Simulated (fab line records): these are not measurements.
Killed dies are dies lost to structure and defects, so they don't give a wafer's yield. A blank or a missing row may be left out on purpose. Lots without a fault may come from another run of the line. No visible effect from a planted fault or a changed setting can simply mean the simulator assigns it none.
Chamber matching -- flow n5Finfet -- N5_BEOL_M4_PECVD_72 on pecvd-03: 3 sister chambers
The step deposits SiO2 from TEOS/O2, target thk 16 nm, time 18 s. 6 wafers are shown with their chamber, then 7 later ones without.

## EACH WAFER AND ITS CHAMBER
wafer,chamber,throttleValvePct (%),showerheadPlenumPTorr (Torr)
L083.5,1,23.6,8.65
L085.3,1,23.5,8.62
L087.1,0,24.1,8.85
L087.6,2,21.3,8.82
L089.2,2,21.5,8.84
L089.5,0,24.1,8.83

## WAFERS WHOSE CHAMBER IS MISSING
wafer,throttleValvePct (%),showerheadPlenumPTorr (Torr)
L089.6,21.3,8.83
L095.3,23.3,8.65
L095.5,23.4,8.65
L095.6,21.6,8.84
L094.1,23.5,8.64
L094.5,23.8,8.86
L094.6,21.4,8.82

## EACH ONE'S CHAMBER
wafer,from the rows above,in truth
L089.6,2,2
L095.3,1,1
L095.5,1,1
L095.6,2,2
L094.1,1,1
L094.5,0,0
L094.6,2,2
7 of 7 placed correctly. Not placeable from these rows: 0. Wrongly placed: 0.
How it was worked out, from the rows above alone: a wafer's distance from a chamber is the root of the sum, over the readings, of the square of ((its reading less the chamber's mean) divided by the reading's scatter). If the next closest chamber is less than 2 further off than the closest, the wafer can't be placed; otherwise it belongs to the closest. Each chamber's mean is taken over the wafers shown for it. How the scatter is found: for the shown wafers, subtract from each reading the mean of its chamber, square and add these, divide the total by (wafers less chambers), then take the root.
